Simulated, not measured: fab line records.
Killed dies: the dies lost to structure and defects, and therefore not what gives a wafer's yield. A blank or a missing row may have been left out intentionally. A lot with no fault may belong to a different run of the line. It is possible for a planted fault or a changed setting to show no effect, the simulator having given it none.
Which of the tools did it? | flow n5_finfet | 9 lots with 26 wafers sampled at 5 steps, on a route of 1938 steps

== WHAT THE GAUGES READ, wafer by wafer ==
N5_BEOL_M4_RC_MEAS_101.
lot  | measured     | on        | DIBL_N (mV/V)
L197 | day 8 23:49  | prober-02 | 37.2 31.8 34.4
L200 | day 9 02:46  | prober-01 | 39.7 36.1 35.1
L199 | day 9 08:06  | prober-02 | 34.9 35.6 36.0
L201 | day 9 23:44  | prober-02 | 39.5 39.0 37.1
L205 | day 10 02:13 | prober-02 | 35.5 37.8 35.6
L206 | day 10 22:29 | prober-01 | 34.5 34.3 35.6
L214 | day 12 03:50 | prober-01 | 37.2 38.0 35.6
L218 | day 15 04:58 | prober-02 | 34.8 33.9
L217 | day 14 02:22 | prober-02 | 36.5 40.9 36.9

== WHICH TOOL RAN EACH LOT (tool, then ch and the chambers of the sampled wafers, then the start) ==
lot  | N5_BEOL_M1_SPUTTER_96        | N5_BEOL_M1_CMP_52             | N5_BEOL_M2_ETCH_74                 | N5_BEOL_M2_STRIP_66
L197 | pvd_sputter-02, day 7 20:02  | cmp-04 ch 1,2, day 7 20:34    | rie_diel-01 ch 0,3, day 7 22:41    | rie_diel-01 ch 0,3, day 7 22:52
L200 | pvd_sputter-03, day 7 20:04  | cmp-03 ch 0,1,3, day 7 20:37  | rie_diel-06 ch 0,3, day 7 22:55    | rie_diel-06 ch 0,3, day 7 23:05
L199 | pvd_sputter-02, day 7 23:43  | cmp-03 ch 0,1,3, day 8 00:15  | rie_diel-03 ch 0,1,3, day 8 03:04  | rie_diel-03 ch 0,1,3, day 8 03:14
L201 | pvd_sputter-02, day 8 01:34  | cmp-04 ch 0,2,3, day 8 02:03  | rie_diel-01 ch 0,2,3, day 8 04:11  | rie_diel-01 ch 0,2,3, day 8 04:22
L205 | pvd_sputter-02, day 8 17:43  | cmp-02 ch 1,2,3, day 8 18:13  | rie_diel-01 ch 1,2,3, day 8 20:46  | rie_diel-01 ch 1,2,3, day 8 20:56
L206 | pvd_sputter-02, day 9 07:59  | cmp-02 ch 2,3, day 9 08:32    | rie_diel-01 ch 1,2, day 9 09:55    | rie_diel-01 ch 1,2, day 9 10:05
L214 | pvd_sputter-01, day 10 18:39 | cmp-03 ch 0,2, day 10 19:10   | rie_diel-03 ch 0,2,3, day 10 22:04 | rie_diel-03 ch 0,2,3, day 10 22:15
L218 | pvd_sputter-02, day 11 18:49 | cmp-04 ch 0,1, day 11 19:20   | rie_diel-01 ch 0,2, day 11 22:50   | rie_diel-01 ch 0,2, day 11 23:01
L217 | pvd_sputter-02, day 12 02:25 | cmp-02 ch 1,2,3, day 12 03:14 | rie_diel-06 ch 0,2,3, day 12 11:12 | rie_diel-06 ch 0,2,3, day 12 11:23
- N5_BEOL_M1_SPUTTER_96: material Cu, target thk 4.5 nm, time 8.29 s.
- N5_BEOL_M1_CMP_52: polishes, stops on SiOC, t overpolish 6.8 s, target thk 40 nm.
- N5_BEOL_M2_ETCH_74: etches underlayer in N2/H2, target depth 6.5 nm, time 5.2 s.
- N5_BEOL_M2_STRIP_66: strips in CF4.

== THE ANSWER, worked out from the rows above alone ==
Rule: the usual values come from the lots themselves. The widest of any qualifying gaps counts: lots, ordered by their means at a reading, are off when they make up no more than a third of the lots, leave a main group of 4 or more, and stand apart from it by 3 or more times the standard deviation of that group's means. A main group is skipped when, at the precision printed for the reading in the tables above, its means are all equal. Also off: a lot with no number at a reading for which 4 or more lots have one. The other lots that the step has rows for count as sound.
No lot is off at any reading shown: from this, nothing can be told.

== WHAT THE SIMULATOR HAD PUT IN ==
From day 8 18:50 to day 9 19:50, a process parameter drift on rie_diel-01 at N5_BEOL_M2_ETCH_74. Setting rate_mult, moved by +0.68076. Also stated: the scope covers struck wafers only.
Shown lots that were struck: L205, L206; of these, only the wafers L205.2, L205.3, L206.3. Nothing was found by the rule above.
